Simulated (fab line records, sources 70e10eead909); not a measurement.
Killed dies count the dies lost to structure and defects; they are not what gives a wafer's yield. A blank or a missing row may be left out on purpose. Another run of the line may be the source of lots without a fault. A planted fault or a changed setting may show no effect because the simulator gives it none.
Matching of chambers + flow nand harc + NHARC_A_CHANNEL_HOLE_D2_DEP_01 on pecvd-02: 3 sister chambers
The step deposits SiON, target thk 140 nm. 6 wafers are shown with their chamber, then 7 later ones without.

== WAFERS WITH THEIR CHAMBER ==
| wafer  | chamber | heater power w (W) | heater power outer w (W) |
|--------|---------|--------------------|--------------------------|
| L574.3 | 2       | 838                | 556                      |
| L575.4 | 1       | 659                | 458                      |
| L575.5 | 2       | 823                | 530                      |
| L575.6 | 1       | 675                | 442                      |
| L577.1 | 0       | 842                | 554                      |
| L577.5 | 0       | 820                | 567                      |

== WAFERS WITH NO CHAMBER GIVEN ==
| wafer  | heater power w (W) | heater power outer w (W) |
|--------|--------------------|--------------------------|
| L577.6 | 667                | 439                      |
| L580.2 | 785                | 522                      |
| L580.5 | 613                | 433                      |
| L580.6 | 828                | 522                      |
| L582.2 | 636                | 417                      |
| L582.4 | 800                | 524                      |
| L582.6 | 707                | 467                      |

== THE CHAMBER EACH PASSED THROUGH ==
| wafer  | from the rows above     | in truth                   |
|--------|-------------------------|----------------------------|
| L577.6 | 1                       | 1                          |
| L580.2 | can't be placed: 2 or 0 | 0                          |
| L580.5 | 1                       | 1                          |
| L580.6 | can't be placed: 2 or 0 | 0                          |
| L582.2 | 1                       | 1                          |
| L582.4 | can't be placed: 2 or 0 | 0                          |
| L582.6 | 1                       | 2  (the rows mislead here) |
Correctly placed: 3 of 7. Not placeable from these rows: 3 (in 3, the candidates include the true chamber). Wrongly placed: 1.
How it was worked out, from the rows above alone: a wafer's distance from a chamber is the root of the sum, over the readings, of the square of ((its reading less the chamber's mean) divided by the reading's scatter). The wafer belongs to the nearest chamber; if the next one is less than 2 further off, it can't be placed. Each chamber's mean is taken over the wafers shown for it. The scatter: take each reading less its chamber's mean, square it, sum over the shown wafers, divide by the number of wafers less the number of chambers, and take the root.
